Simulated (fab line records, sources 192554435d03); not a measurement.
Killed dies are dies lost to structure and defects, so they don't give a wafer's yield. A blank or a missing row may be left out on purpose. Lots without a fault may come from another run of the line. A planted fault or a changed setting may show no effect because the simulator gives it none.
Split-lot experiment | flow n5_finfet | 7 lots, 21 wafers read, on a route of 1938 steps

THE SPLIT
At N5_BEOL_M11_VIA_ETCH_34 (etches SiCOH lowk in C4F6/O2, target depth 184.5 nm, time 69.2 s), the setting time_s was moved away from the recipe's 69.2 s on 6 of the 21 wafers read, by -19.2% to +11.4%. The other wafers ran this setting at the recipe's value.

The reading is taken at the split's own step.

THE READING
SOC_of_BEOL_M11_COAT_63.thk_nm (the simulator's own value, which no gauge read), in nm, at N5_BEOL_M11_VIA_ETCH_34 (etches SiCOH lowk in C4F6/O2, target depth 184.5 nm, time 69.2 s). The file gives no usual value for it. The 15 wafers here that ran the recipe average 91.9 nm, standard deviation 0.24 nm.

wafer  | tool, chamber at the split | time_s as run, s | against the recipe | SOC_of_BEOL_M11_COAT_63.thk_nm, nm | against lot-mates on the recipe
L074.2 | rie_diel-02, 0             | 69.2             | recipe             | 92                                 | -
L074.5 | rie_diel-02, 2             | 69.2             | recipe             | 92                                 | -
L074.6 | rie_diel-02, 3             | 75.66            | +9.3%              | 91                                 | -1.0
L077.1 | rie_diel-02, 2             | 69.2             | recipe             | 92.2                               | -
L077.4 | rie_diel-02, 1             | 69.2             | recipe             | 91.6                               | -
L077.5 | rie_diel-02, 1             | 69.2             | recipe             | 91.8                               | -
L080.2 | rie_diel-05, 3             | 69.2             | recipe             | 91.4                               | -
L080.5 | rie_diel-05, 1             | 69.2             | recipe             | 91.8                               | -
L080.6 | rie_diel-05, 3             | 69.2             | recipe             | 91.6                               | -
L085.1 | rie_diel-05, 0             | 69.2             | recipe             | 92.2                               | -
L085.4 | rie_diel-05, 2             | 69.2             | recipe             | 92                                 | -
L085.5 | rie_diel-05, 1             | 75.66            | +9.3%              | 91.6                               | -0.5
L087.2 | rie_diel-04, 1             | 69.2             | recipe             | 92.2                               | -
L087.3 | rie_diel-04, 2             | 77.08            | +11.4%             | 91.2                               | -1.0
L087.6 | rie_diel-04, 1             | 77.08            | +11.4%             | 91                                 | -1.2
L091.1 | rie_diel-04, 0             | 69.2             | recipe             | 92                                 | -
L091.3 | rie_diel-04, 1             | 55.94            | -19.2%             | 93.6                               | +1.6
L091.6 | rie_diel-04, 0             | 55.94            | -19.2%             | 93.6                               | +1.6
L095.1 | rie_diel-02, 1             | 69.2             | recipe             | 92.2                               | -
L095.4 | rie_diel-02, 0             | 69.2             | recipe             | 92                                 | -
L095.5 | rie_diel-02, 1             | 69.2             | recipe             | 91.8                               | -

THE FIT
A straight line over all 21 wafers: SOC_of_BEOL_M11_COAT_63.thk_nm changes by -0.0811 nm for each +1% of time_s; r = -0.93; the points scatter about the line by 0.24 nm.
The same after taking each lot's own level away (the mean of its wafers on the recipe; 21 wafers): -0.0859 nm for each +1%; r = -0.97; scatter 0.17 nm.
On that fit, the largest move of time_s shifts the reading by 1.6 nm.
The lots' own levels span 91.60 to 92.20 nm, that is 2.5 times the standard deviation above.
So the lot-to-lot level changes the slope little: the two slopes agree.
Check: with one of the wafers moved furthest among these (-19.2%) left out of the fit, the line predicts +1.66 nm for it against its lot-mates. It came out at +1.6 nm against them.

THE WHOLE CHAIN: every reading that the file lists as answering this split, in the file's order
step                    | what it does                                                     | reading                                                                         | change (the file's fit)                | r (the file's)
N5_BEOL_M11_VIA_ETCH_34 | etches SiCOH lowk in C4F6/O2, target depth 184.5 nm, time 69.2 s | etch.depth_nm (the simulator's own value, which no gauge read)                  | +1.78 nm for each +1% of the setting   | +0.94
N5_BEOL_M11_VIA_ETCH_34 | etches SiCOH lowk in C4F6/O2, target depth 184.5 nm, time 69.2 s | SOC_of_BEOL_M11_COAT_63.thk_nm (the simulator's own value, which no gauge read) | -0.0852 nm for each +1% of the setting | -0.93

THE FILE'S OWN FIT
SOC_of_BEOL_M11_COAT_63.thk_nm changes by -0.0852 nm for each +1% of time_s, r = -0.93.
